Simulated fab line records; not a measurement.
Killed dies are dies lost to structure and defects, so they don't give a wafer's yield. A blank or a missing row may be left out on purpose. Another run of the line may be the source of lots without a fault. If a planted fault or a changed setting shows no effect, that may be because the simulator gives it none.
Matching of chambers    flow n5_finfet    N5_BEOL_M8_PECVD_70 on pecvd-01 has 3 sister chambers
The step deposits SiO2 from TEOS/O2, target thk 20 nm, time 22.7 s. 18 wafers are shown with their chamber, then 9 later ones without.

EACH WAFER AND ITS CHAMBER
wafer   chamber  throttle_valve_pct (%)  showerhead_plenum_p_Torr (Torr)  heater_power_w (W)
L075.1  0        22.7                    8.82                             632
L075.3  2        22.5                    8.78                             677
L075.6  0        22.8                    8.83                             616
L078.1  2        22.5                    8.78                             575
L078.3  0        23.0                    8.83                             652
L078.5  1        24.6                    8.82                             637
L081.3  2        22.7                    8.76                             684
L081.4  0        22.7                    8.82                             674
L081.5  1        24.7                    8.81                             786
L083.3  2        22.5                    8.78                             617
L083.4  2        22.8                    8.80                             615
L083.5  1        24.2                    8.80                             710
L087.1  2        22.7                    8.81                             673
L087.2  1        24.2                    8.79                             665
L087.3  0        22.5                    8.84                             622
L089.1  0        22.9                    8.83                             688
L089.3  1        24.6                    8.80                             727
L089.6  2        22.6                    8.79                             661

SIGNATURES, as means of the wafers listed above
reading                   chamber 0  chamber 1  chamber 2  scatter within a chamber
throttle_valve_pct        22.767     24.460     22.614     0.178
showerhead_plenum_p_Torr  8.8283     8.8040     8.7857     0.0126
heater_power_w            647.33     705.00     643.14     43
Rule: a wafer lies at a distance from a chamber equal to the root of the sum of squares, over the readings, of (its reading less the chamber's mean, divided by the reading's scatter). The wafer belongs to the nearest chamber; if the next one is less than 2 further off, it can't be placed. The scatter: take each reading less its chamber's mean, square it, sum over the shown wafers, divide by the number of wafers less the number of chambers, and take the root.

WAFERS WITH NO CHAMBER GIVEN
wafer   throttle_valve_pct (%)  showerhead_plenum_p_Torr (Torr)  heater_power_w (W)
L091.1  23.0                    8.81                             620
L091.2  24.3                    8.80                             744
L091.6  22.6                    8.79                             668
L092.1  23.1                    8.82                             680
L092.2  23.2                    8.77                             700
L092.3  24.6                    8.80                             653
L095.1  23.1                    8.81                             624
L095.4  22.9                    8.79                             596
L095.5  22.7                    8.84                             648

WHICH CHAMBER EACH ONE RAN IN
wafer   from the rows above      in truth
L091.1  can't be placed: 0 or 2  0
L091.2  1                        1
L091.6  2                        2
L092.1  can't be placed: 0 or 2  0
L092.2  can't be placed: 2 or 0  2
L092.3  1                        1
L095.1  can't be placed: 0 or 2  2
L095.4  can't be placed: 2 or 0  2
L095.5  0                        0
Correct placement for 4 of the 9. These rows do not allow placing 5 (true chamber among the candidates in 5). Wrongly placed: 0.
